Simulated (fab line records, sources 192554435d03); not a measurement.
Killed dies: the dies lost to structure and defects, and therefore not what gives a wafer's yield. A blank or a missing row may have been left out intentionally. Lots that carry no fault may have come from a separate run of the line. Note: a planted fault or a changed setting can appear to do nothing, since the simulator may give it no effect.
Split-lot trial -- flow n5-finfet -- 7 lots, 21 wafers read, on a route of 1938 steps

THE SPLIT
At N5_BEOL_M4_COAT_22 (resist thk 30 nm), the setting spin-rpm was moved away from the recipe's 1500 rpm on 9 of the 21 wafers read, by -9.9% to +8.7%. For the rest of the wafers, this setting stayed at what the recipe calls for.

FROM THE SPLIT TO THE READING: what the file shows between them, 4 steps
- N5_BEOL_M4_EXPOSE_25: exposes mask V3, defocus 5 nm (also split here: dose-mj)
- N5_BEOL_M4_PEB_26: peb time 60 s
- N5_BEOL_M4_DEVELOP_27: develop time 30 s
- N5_BEOL_M4_DESCUM_33: chemistry O2, time 7 s

THE READING
CAR-EUV_of_BEOL_M4_COAT_22.thk-nm (the simulator's own value, which no gauge read), in nm, at N5_BEOL_M4_ETCH_77 (etches underlayer in N2/H2, target depth 6.5 nm, time 5.2 s). No usual value for it is given in the file. Across the 12 wafers here that went through the recipe, the average is 20.4 nm and the standard deviation 0.055 nm.

wafer,"tool, chamber at the split","spin-rpm as run, rpm",against the recipe,"CAR-EUV_of_BEOL_M4_COAT_22.thk-nm, nm",against lot-mates on the recipe
L077.1,"litho-track-04, 0",1630,+8.7%,19,-1.4
L077.2,"litho-track-04, 0",1500,recipe,20.4,-
L077.6,"litho-track-04, 0",1630,+8.7%,19.2,-1.2
L081.1,"litho-track-01, 0",1500,recipe,20.4,-
L081.6,"litho-track-01, 0",1500,recipe,20.4,-
L081.4,"litho-track-01, 0",1351,-9.9%,22,+1.6
L080.1,"litho-track-04, 0",1433,-4.5%,21.2,+0.8
L080.3,"litho-track-04, 0",1433,-4.5%,21.2,+0.8
L080.4,"litho-track-04, 0",1500,recipe,20.4,-
L086.1,"litho-track-05, 0",1500,recipe,20.4,-
L086.3,"litho-track-05, 0",1554,+3.6%,20,-0.4
L086.5,"litho-track-05, 0",1554,+3.6%,19.8,-0.6
L090.2,"litho-track-01, 0",1500,recipe,20.4,-
L090.3,"litho-track-01, 0",1452,-3.2%,20.8,+0.5
L090.5,"litho-track-01, 0",1500,recipe,20.2,-
L092.2,"litho-track-05, 0",1373,-8.5%,21.8,+1.4
L092.4,"litho-track-05, 0",1500,recipe,20.4,-
L092.6,"litho-track-05, 0",1500,recipe,20.4,-
L096.1,"litho-track-04, 0",1500,recipe,20.4,-
L096.2,"litho-track-04, 0",1500,recipe,20.4,-
L096.6,"litho-track-04, 0",1500,recipe,20.4,-

FIT RESULTS
A straight line over all 21 wafers: CAR-EUV_of_BEOL_M4_COAT_22.thk-nm changes by -0.157 nm for each +1% of spin-rpm; r = -0.99; the points scatter about the line by 0.082 nm.
The same after taking each lot's own level away (the mean of its wafers on the recipe; 21 wafers): -0.157 nm for each +1%; r = -1.00; scatter 0.068 nm.
Per that fit: largest spin-rpm move, reading shift of 1.6 nm.
The lots' own levels span 20.30 to 20.40 nm, that is 1.8 times the standard deviation above.
The two slopes agree, so the slope changes little with the lot-to-lot level.
Check: +1.59 nm against its lot-mates is what the line predicts for one of the wafers moved furthest among these (-9.9%) when that wafer is left out of the fit. Against them it came out at +1.6 nm.

THESE WAFERS: OTHER SPLITS
Before the reading, these wafers also passed through other splits. Each is held against what the fit with the lots' levels taken away leaves over:
other split on the same wafers,wafers away from the commonest value,r with CAR-EUV_of_BEOL_M4_COAT_22.thk-nm (lot level and that fit taken away)
N5_BEOL_M3_TRENCH_ETCH_37 source-w,7,+0.11
N5_BEOL_M4_EXPOSE_25 dose-mj,4,-0.26

THE WHOLE CHAIN: every reading that the file lists as answering this split, in the file's order
step,what it does,reading,change (the file's fit),r (the file's)
N5_BEOL_M4_COAT_22,resist thk 30 nm,"CAR-EUV_of_BEOL_M4_COAT_22.thk-nm (the simulator's own value, which no gauge read)",-0.154 nm for each +1% of the setting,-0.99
N5_BEOL_M4_DESCUM_33,"chemistry O2, time 7 s","CAR-EUV_of_BEOL_M4_COAT_22.thk-nm (the simulator's own value, which no gauge read)",-0.14 nm for each +1% of the setting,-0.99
N5_BEOL_M4_ETCH_77,"etches underlayer in N2/H2, target depth 6.5 nm, time 5.2 s","CAR-EUV_of_BEOL_M4_COAT_22.thk-nm (the simulator's own value, which no gauge read)",-0.159 nm for each +1% of the setting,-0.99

FILE'S OWN FIT
CAR-EUV_of_BEOL_M4_COAT_22.thk-nm changes by -0.159 nm for each +1% of spin-rpm, r = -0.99.
